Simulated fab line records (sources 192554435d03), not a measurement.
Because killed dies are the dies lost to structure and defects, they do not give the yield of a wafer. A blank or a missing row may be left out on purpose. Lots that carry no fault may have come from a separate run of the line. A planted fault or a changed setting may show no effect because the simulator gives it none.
Lot-split experiment -- flow n5-finfet -- on a route of 1938 steps: 7 lots, 21 wafers read

ABOUT THE SPLIT
At N5_BEOL_M0_SAQP_EXPOSE_37 (exposes mask M0 CUT1, target cd 30 nm), the setting dose-mj was moved away from the recipe's 44.75 on 7 of the 21 wafers read, by -5.9% to +3.9%. All remaining wafers had this setting at the recipe value.

FROM THE SPLIT TO THE READING: what the file shows between them, 2 steps
- N5_BEOL_M0_SAQP_PEB_38: peb time 60 s
- N5_BEOL_M0_SAQP_DEVELOP_39: develop time 30 s

THE READING
cd-nm (nm) at N5_BEOL_M0_SAQP_CD_MEAS_40, where the cd target is 30 nm. Typical for fault-free wafers on this fab line: 29.96 nm, with standard deviation 0.23 nm.

wafer,"tool, chamber at the split",dose-mj as run,against the recipe,"cd-nm, nm",against lot-mates on the recipe
L074.1,"euv-scanner-02, 0",44.75,recipe,29.91,-
L074.2,"euv-scanner-02, 0",44.75,recipe,29.90,-
L074.3,"euv-scanner-02, 0",44.75,recipe,29.59,-
L075.1,"euv-scanner-01, 0",44.75,recipe,29.76,-
L075.3,"euv-scanner-01, 0",44.75,recipe,29.74,-
L075.5,"euv-scanner-01, 0",44.75,recipe,30.05,-
L081.2,"euv-scanner-01, 0",46.21,+3.3%,30.95,+1.11
L081.3,"euv-scanner-01, 0",46.21,+3.3%,30.75,+0.91
L081.4,"euv-scanner-01, 0",44.75,recipe,29.84,-
L084.3,"euv-scanner-02, 0",44.75,recipe,29.87,-
L084.4,"euv-scanner-02, 0",44.75,recipe,29.85,-
L084.6,"euv-scanner-02, 0",46.51,+3.9%,30.86,+1.00
L085.1,"euv-scanner-02, 0",42.11,-5.9%,28.49,-1.51
L085.2,"euv-scanner-02, 0",44.75,recipe,30.00,-
L085.6,"euv-scanner-02, 0",42.11,-5.9%,28.81,-1.19
L092.2,"euv-scanner-01, 0",44.75,recipe,29.85,-
L092.3,"euv-scanner-01, 0",44.75,recipe,29.84,-
L092.5,"euv-scanner-01, 0",44.75,recipe,30.18,-
L094.2,"euv-scanner-02, 0",46.4,+3.7%,30.88,+0.98
L094.3,"euv-scanner-02, 0",46.4,+3.7%,30.50,+0.60
L094.6,"euv-scanner-02, 0",44.75,recipe,29.90,-

THE FIT
A straight line over all 21 wafers: cd-nm changes by +0.228 nm for each +1% of dose-mj; r = +0.96; the points scatter about the line by 0.17 nm.
The same after taking each lot's own level away (the mean of its wafers on the recipe; 21 wafers): +0.241 nm for each +1%; r = +0.97; scatter 0.16 nm.
Per that fit: largest dose-mj move, reading shift of 1.4 nm.
The span of the lots' own levels, 29.800 to 30.000 nm, comes to 0.9 times the standard deviation stated above.
Hence the lot-to-lot level has little effect on the slope; both slopes agree.
Check: -1.34 nm against its lot-mates is what the line predicts for one of the wafers moved furthest among these (-5.9%) when that wafer is left out of the fit. It came out at -1.51 nm against them.

THE WHOLE CHAIN: every reading that the file lists as answering this split, in the file's order
step,what it does,reading,change (the file's fit),r (the file's)
N5_BEOL_M0_SAQP_CD_MEAS_40,target cd 30 nm,cd-nm,+0.243 nm for each +1% of the setting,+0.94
N5_BEOL_M0_SAQP_DESCUM_45,"chemistry O2, time 7 s","BEOL_M0_SAQP.cd-nm (the simulator's own value, which no gauge read)",+0.236 nm for each +1% of the setting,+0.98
N5_BEOL_M0_SAQP_ETCH_88,"etches underlayer in N2/H2, target depth 6.5 nm, time 5.2 s","BEOL_M0_SAQP.cd-nm (the simulator's own value, which no gauge read)",+0.228 nm for each +1% of the setting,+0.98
N5_BEOL_M0_SAQP_CUT_ETCH_46,"etches SOC in N2/H2, target depth 135 nm, overetch 27 nm, time 202.5 s","BEOL_M0_SAQP.cd-nm (the simulator's own value, which no gauge read)",+0.213 nm for each +1% of the setting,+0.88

THE FILE'S OWN FIT
cd-nm changes by +0.243 nm for each +1% of dose-mj, r = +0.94.
